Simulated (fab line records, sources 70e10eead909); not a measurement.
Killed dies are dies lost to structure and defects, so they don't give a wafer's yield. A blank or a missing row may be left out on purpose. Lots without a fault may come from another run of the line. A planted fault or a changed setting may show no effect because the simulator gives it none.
Chamber matching | flow nand_harc | NHARC_A_M1_STRIP_18 on rie_diel-13: 4 sister chambers
The step strips in N2/H2. 7 wafers are shown with their chamber, then 7 later ones without.

WAFERS WITH THEIR CHAMBER
wafer  | chamber | showerhead_plenum_p_Torr (Torr) | drypump_motor_current_A (A)
L485.5 | 0       | 1.90                            | 6.1
L486.6 | 2       | 2.14                            | 6.3
L498.1 | 3       | 2.05                            | 6.5
L498.4 | 1       | 1.96                            | 5.6
L498.6 | 3       | 2.05                            | 6.6
L497.2 | 2       | 2.13                            | 6.3
L497.4 | 1       | 1.96                            | 5.6

WAFERS WITHOUT THEIR CHAMBER
wafer  | showerhead_plenum_p_Torr (Torr) | drypump_motor_current_A (A)
L497.5 | 2.13                            | 6.3
L500.1 | 2.13                            | 6.3
L500.3 | 1.96                            | 5.6
L500.4 | 1.96                            | 5.6
L504.1 | 1.96                            | 5.7
L504.5 | 2.13                            | 6.4
L504.6 | 1.96                            | 5.6

WHICH CHAMBER EACH WENT THROUGH
wafer  | from the rows above | in truth
L497.5 | 2                   | 2
L500.1 | 2                   | 2
L500.3 | 1                   | 1
L500.4 | 1                   | 1
L504.1 | 1                   | 1
L504.5 | 2                   | 2
L504.6 | 1                   | 1
Placed correctly: 7 of 7. Can't be placed from these rows: 0. Placed wrongly: 0.
How it was worked out, from the rows above alone: a wafer's distance from a chamber is the root of the sum, over the readings, of the square of ((its reading less the chamber's mean) divided by the reading's scatter). The wafer belongs to the nearest chamber; if the next one is less than 2 further off, it can't be placed. A chamber's mean is the mean of its shown wafers. The scatter: the root of (the sum of the squares of (reading less its chamber's mean) over the shown wafers, divided by (wafers less chambers)).
